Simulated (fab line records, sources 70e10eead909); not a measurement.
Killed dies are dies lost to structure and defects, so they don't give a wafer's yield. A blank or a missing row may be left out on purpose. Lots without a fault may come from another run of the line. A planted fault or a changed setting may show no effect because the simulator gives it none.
Which tool did it? | flow nand_harc | 7 lots, 21 wafers sampled, at 4 steps of a route of 1302

WHAT THE GAUGES READ, wafer by wafer
NHARC_P_CONTACT_OVL_MEAS_13.
lot  | measured     | on         | overlay_x_nm (nm)
L261 | day 6 12:20  | overlay-02 | -0.9 -1.0 -0.9
L264 | day 7 21:11  | overlay-01 | - - -
L267 | day 9 09:57  | overlay-01 | -0.8 -0.6 -0.9
L275 | day 12 14:29 | overlay-01 | 0.2 0.4 0.1
L278 | day 14 01:03 | overlay-01 | 1.3 1.3 1.1
L280 | day 15 10:13 | overlay-01 | 0.2 0.7 0.6
L282 | day 15 21:00 | overlay-02 | 0.4 0.3 0.2

WHICH TOOL RAN EACH LOT (tool, then ch and the chambers of the sampled wafers, then the start)
lot  | NHARC_P_GATE_ETCHBACK_37                      | NHARC_P_GATE_DESCUM_61             | NHARC_P_CONTACT_DEVELOP_11
L261 | rie_diel-01 ch 0,2,3, day 6 05:52 or earlier  | rie_diel-02 ch 0,3, day 6 05:52    | litho_track-01 ch 0, day 6 12:00
L264 | rie_diel-02 ch 0,2, day 7 15:01 or earlier    | rie_diel-07 ch 0,1,3, day 7 15:01  | litho_track-06, day 7 21:00
L267 | rie_diel-07 ch 0,3, day 9 03:35 or earlier    | rie_diel-07 ch 2,3, day 9 03:35    | litho_track-06 ch 0, day 9 09:00
L275 | rie_diel-01 ch 2,3, day 12 08:19 or earlier   | rie_diel-01 ch 0,1,2, day 12 08:19 | litho_track-04 ch 0, day 12 14:00
L278 | rie_diel-02 ch 2,3, day 13 18:54 or earlier   | rie_diel-01 ch 0,2,3, day 13 18:54 | litho_track-04 ch 0, day 14 00:00
L280 | rie_diel-02 ch 1,2,3, day 14 16:37 or earlier | rie_diel-07 ch 1,2,3, day 14 16:37 | litho_track-01 ch 0, day 15 10:00
L282 | rie_diel-01 ch 0,1, day 15 06:52 or earlier   | rie_diel-02 ch 1,3, day 15 06:52   | litho_track-01 ch 0, day 15 20:00
- NHARC_P_GATE_ETCHBACK_37: etches the open film in CHF3/O2, target depth 34.5 nm, time 17.2 s.
- NHARC_P_GATE_DESCUM_61: chemistry O2, time 3 s.
- NHARC_P_CONTACT_DEVELOP_11: develop time 35 s.

THE ANSWER, worked out from the rows above alone
Rule: what is usual is taken from the lots themselves. Put in order of their means at a reading, lots are off if they are a third of the lots or fewer, leave a main group of 4 or more, and stand apart from it by a gap of 3 or more times the standard deviation of the main group's means; of several such gaps the widest counts. A main group whose means are all the same, to the digits that the tables above print for the reading, isn't used. A lot without any number at a reading at which 4 lots or more have one is off too. The other lots that the step has rows for count as sound.
Off: L264, at NHARC_P_CONTACT_OVL_MEAS_13 (overlay_x_nm). Without a number there: L264. The main group: mean 0.1 nm, standard deviation 0.74.
A tool fits if, at a process step before that reading, it ran every lot that is off, and no sound lot after the first of them. The gauges at NHARC_P_CONTACT_OVL_MEAS_13 are tried like those tools. NHARC_P_GATE_ETCHBACK_37 gives no start for some lots, so the hours and the order of its lots are those of NHARC_P_GATE_DESCUM_61. None of those tried fits.

WHAT THE SIMULATOR HAD PUT IN
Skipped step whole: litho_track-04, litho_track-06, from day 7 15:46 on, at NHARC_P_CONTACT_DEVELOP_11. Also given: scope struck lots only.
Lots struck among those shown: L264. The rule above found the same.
